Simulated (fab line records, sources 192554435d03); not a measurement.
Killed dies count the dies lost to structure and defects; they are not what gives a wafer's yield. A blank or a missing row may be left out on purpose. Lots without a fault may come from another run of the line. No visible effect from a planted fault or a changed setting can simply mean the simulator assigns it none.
Chamber matching || flow n5_finfet || N5_ZERO_LAYER_ETCH_17 on rie_diel-04: 4 sister chambers
The step etches SiO2 in CF4, target depth 12 nm, time 13.3 s. 22 wafers are shown with their chamber, then 11 later ones without.

WAFERS WITH THEIR CHAMBER
{"wafer": "L077.1", "chamber": 1, "drypump_motor_current_A (A)": 5.0, "oes_product_au (a.u.)": 0.70, "throttle_valve_pct (%)": 15.68}
{"wafer": "L077.2", "chamber": 2, "drypump_motor_current_A (A)": 5.0, "oes_product_au (a.u.)": 0.79, "throttle_valve_pct (%)": 15.54}
{"wafer": "L077.3", "chamber": 3, "drypump_motor_current_A (A)": 5.4, "oes_product_au (a.u.)": 0.68, "throttle_valve_pct (%)": 15.63}
{"wafer": "L079.1", "chamber": 3, "drypump_motor_current_A (A)": 5.5, "oes_product_au (a.u.)": 0.67, "throttle_valve_pct (%)": 15.63}
{"wafer": "L079.3", "chamber": 2, "drypump_motor_current_A (A)": 5.0, "oes_product_au (a.u.)": 0.79, "throttle_valve_pct (%)": 15.55}
{"wafer": "L079.5", "chamber": 1, "drypump_motor_current_A (A)": 5.0, "oes_product_au (a.u.)": 0.71, "throttle_valve_pct (%)": 15.69}
{"wafer": "L081.2", "chamber": 0, "drypump_motor_current_A (A)": 6.3, "oes_product_au (a.u.)": 0.97, "throttle_valve_pct (%)": 15.63}
{"wafer": "L081.3", "chamber": 2, "drypump_motor_current_A (A)": 5.0, "oes_product_au (a.u.)": 0.78, "throttle_valve_pct (%)": 15.56}
{"wafer": "L081.4", "chamber": 2, "drypump_motor_current_A (A)": 5.0, "oes_product_au (a.u.)": 0.78, "throttle_valve_pct (%)": 15.55}
{"wafer": "L085.3", "chamber": 0, "drypump_motor_current_A (A)": 6.3, "oes_product_au (a.u.)": 0.93, "throttle_valve_pct (%)": 15.63}
{"wafer": "L085.5", "chamber": 1, "drypump_motor_current_A (A)": 5.0, "oes_product_au (a.u.)": 0.69, "throttle_valve_pct (%)": 15.70}
{"wafer": "L085.6", "chamber": 2, "drypump_motor_current_A (A)": 5.0, "oes_product_au (a.u.)": 0.78, "throttle_valve_pct (%)": 15.56}
{"wafer": "L086.2", "chamber": 0, "drypump_motor_current_A (A)": 6.3, "oes_product_au (a.u.)": 0.94, "throttle_valve_pct (%)": 15.64}
{"wafer": "L086.3", "chamber": 2, "drypump_motor_current_A (A)": 5.0, "oes_product_au (a.u.)": 0.78, "throttle_valve_pct (%)": 15.57}
{"wafer": "L086.6", "chamber": 0, "drypump_motor_current_A (A)": 6.3, "oes_product_au (a.u.)": 0.94, "throttle_valve_pct (%)": 15.63}
{"wafer": "L088.1", "chamber": 1, "drypump_motor_current_A (A)": 5.0, "oes_product_au (a.u.)": 0.68, "throttle_valve_pct (%)": 15.71}
{"wafer": "L088.5", "chamber": 1, "drypump_motor_current_A (A)": 5.0, "oes_product_au (a.u.)": 0.69, "throttle_valve_pct (%)": 15.71}
{"wafer": "L088.6", "chamber": 2, "drypump_motor_current_A (A)": 5.0, "oes_product_au (a.u.)": 0.78, "throttle_valve_pct (%)": 15.58}
{"wafer": "L089.1", "chamber": 3, "drypump_motor_current_A (A)": 5.4, "oes_product_au (a.u.)": 0.91, "throttle_valve_pct (%)": 15.13}
{"wafer": "L089.2", "chamber": 2, "drypump_motor_current_A (A)": 5.0, "oes_product_au (a.u.)": 0.77, "throttle_valve_pct (%)": 15.58}
{"wafer": "L089.6", "chamber": 3, "drypump_motor_current_A (A)": 5.4, "oes_product_au (a.u.)": 0.90, "throttle_valve_pct (%)": 15.11}
{"wafer": "L090.1", "chamber": 1, "drypump_motor_current_A (A)": 5.0, "oes_product_au (a.u.)": 0.68, "throttle_valve_pct (%)": 15.75}

SIGNATURES (means of the wafers above)
{"reading": "drypump_motor_current_A", "chamber 0": 6.300, "chamber 1": 5.000, "chamber 2": 5.000, "chamber 3": 5.425, "scatter within a chamber": 0.0204}
{"reading": "oes_product_au", "chamber 0": 0.9450, "chamber 1": 0.6917, "chamber 2": 0.7812, "chamber 3": 0.7900, "scatter within a chamber": 0.0552}
{"reading": "throttle_valve_pct", "chamber 0": 15.6325, "chamber 1": 15.7067, "chamber 2": 15.5613, "chamber 3": 15.3750, "scatter within a chamber": 0.121}
Rule: for a wafer and a chamber, the distance is found by dividing, reading by reading, the gap between the wafer's reading and the chamber's mean by the reading's scatter, squaring, summing and taking the root. The wafer belongs to the nearest chamber; if the next one is less than 2 further off, it can't be placed. The scatter is the square root of a quotient: the sum, over the shown wafers, of each reading's squared deviation from its chamber's mean, divided by wafers minus chambers.

WAFERS WITHOUT THEIR CHAMBER
{"wafer": "L090.4", "drypump_motor_current_A (A)": 5.4, "oes_product_au (a.u.)": 0.91, "throttle_valve_pct (%)": 15.13}
{"wafer": "L090.5", "drypump_motor_current_A (A)": 6.2, "oes_product_au (a.u.)": 0.92, "throttle_valve_pct (%)": 15.65}
{"wafer": "L092.2", "drypump_motor_current_A (A)": 5.0, "oes_product_au (a.u.)": 0.77, "throttle_valve_pct (%)": 15.59}
{"wafer": "L092.3", "drypump_motor_current_A (A)": 5.0, "oes_product_au (a.u.)": 0.68, "throttle_valve_pct (%)": 15.75}
{"wafer": "L092.6", "drypump_motor_current_A (A)": 5.1, "oes_product_au (a.u.)": 0.69, "throttle_valve_pct (%)": 15.73}
{"wafer": "L093.2", "drypump_motor_current_A (A)": 6.3, "oes_product_au (a.u.)": 0.89, "throttle_valve_pct (%)": 15.66}
{"wafer": "L093.5", "drypump_motor_current_A (A)": 6.3, "oes_product_au (a.u.)": 0.90, "throttle_valve_pct (%)": 15.65}
{"wafer": "L093.6", "drypump_motor_current_A (A)": 5.0, "oes_product_au (a.u.)": 0.68, "throttle_valve_pct (%)": 15.75}
{"wafer": "L095.3", "drypump_motor_current_A (A)": 5.4, "oes_product_au (a.u.)": 0.89, "throttle_valve_pct (%)": 15.16}
{"wafer": "L095.5", "drypump_motor_current_A (A)": 6.3, "oes_product_au (a.u.)": 0.89, "throttle_valve_pct (%)": 15.66}
{"wafer": "L095.6", "drypump_motor_current_A (A)": 5.1, "oes_product_au (a.u.)": 0.68, "throttle_valve_pct (%)": 15.75}

EACH ONE'S CHAMBER
{"wafer": "L090.4", "from the rows above": 3, "in truth": 3}
{"wafer": "L090.5", "from the rows above": 0, "in truth": 0}
{"wafer": "L092.2", "from the rows above": "can't be placed: 2 or 1", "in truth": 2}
{"wafer": "L092.3", "from the rows above": "can't be placed: 1 or 2", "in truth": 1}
{"wafer": "L092.6", "from the rows above": "can't be placed: 1 or 2", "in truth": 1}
{"wafer": "L093.2", "from the rows above": 0, "in truth": 0}
{"wafer": "L093.5", "from the rows above": 0, "in truth": 0}
{"wafer": "L093.6", "from the rows above": "can't be placed: 1 or 2", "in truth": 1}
{"wafer": "L095.3", "from the rows above": 3, "in truth": 3}
{"wafer": "L095.5", "from the rows above": 0, "in truth": 0}
{"wafer": "L095.6", "from the rows above": "can't be placed: 1 or 2", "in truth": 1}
Correctly placed: 6 of 11. Cannot be placed on the basis of these rows: 5; the candidates contain the true chamber in 5. 0 placed wrongly.
